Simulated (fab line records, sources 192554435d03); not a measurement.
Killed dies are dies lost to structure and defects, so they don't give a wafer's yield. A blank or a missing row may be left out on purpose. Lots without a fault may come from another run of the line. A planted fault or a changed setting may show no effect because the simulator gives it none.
Chamber matching | flow n5_finfet | N5_BEOL_M8_ETCH_65 on rie_diel-04: 4 sister chambers
The step etches SiARC in CF4, target depth 15.6 nm, time 26 s. 8 wafers are shown with their chamber, then 12 later ones without.

WAFERS WITH THEIR CHAMBER
wafer  | chamber | throttle_valve_pct (%) | drypump_motor_current_A (A)
L079.6 | 3       | 15.63                  | 5.5
L081.5 | 1       | 15.77                  | 5.5
L084.1 | 1       | 15.77                  | 5.5
L084.2 | 2       | 15.38                  | 5.2
L084.3 | 3       | 15.65                  | 5.5
L088.1 | 2       | 15.40                  | 5.1
L088.3 | 0       | 15.21                  | 6.3
L088.4 | 0       | 15.21                  | 6.3

WAFERS WITHOUT THEIR CHAMBER
wafer  | throttle_valve_pct (%) | drypump_motor_current_A (A)
L091.2 | 15.40                  | 5.1
L091.5 | 15.41                  | 5.1
L091.6 | 15.67                  | 5.5
L092.1 | 15.24                  | 6.3
L092.4 | 15.79                  | 5.5
L092.6 | 15.40                  | 5.2
L094.1 | 15.26                  | 6.2
L094.2 | 15.71                  | 5.5
L094.6 | 15.71                  | 5.5
L097.1 | 15.42                  | 5.2
L097.2 | 15.71                  | 5.5
L097.5 | 15.41                  | 5.1

WHICH CHAMBER EACH WENT THROUGH
wafer  | from the rows above     | in truth
L091.2 | 2                       | 2
L091.5 | 2                       | 2
L091.6 | 3                       | 3
L092.1 | 0                       | 0
L092.4 | 1                       | 1
L092.6 | 2                       | 2
L094.1 | 0                       | 0
L094.2 | can't be placed: 1 or 3 | 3
L094.6 | can't be placed: 1 or 3 | 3
L097.1 | 2                       | 2
L097.2 | can't be placed: 1 or 3 | 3
L097.5 | 2                       | 2
Placed correctly: 9 of 12. Can't be placed from these rows: 3 (the true chamber is among the candidates in 3). Placed wrongly: 0.
How it was worked out, from the rows above alone: a wafer's distance from a chamber is the root of the sum, over the readings, of the square of ((its reading less the chamber's mean) divided by the reading's scatter). The wafer belongs to the nearest chamber; if the next one is less than 2 further off, it can't be placed. A chamber's mean is the mean of its shown wafers. The scatter: the root of (the sum of the squares of (reading less its chamber's mean) over the shown wafers, divided by (wafers less chambers)).
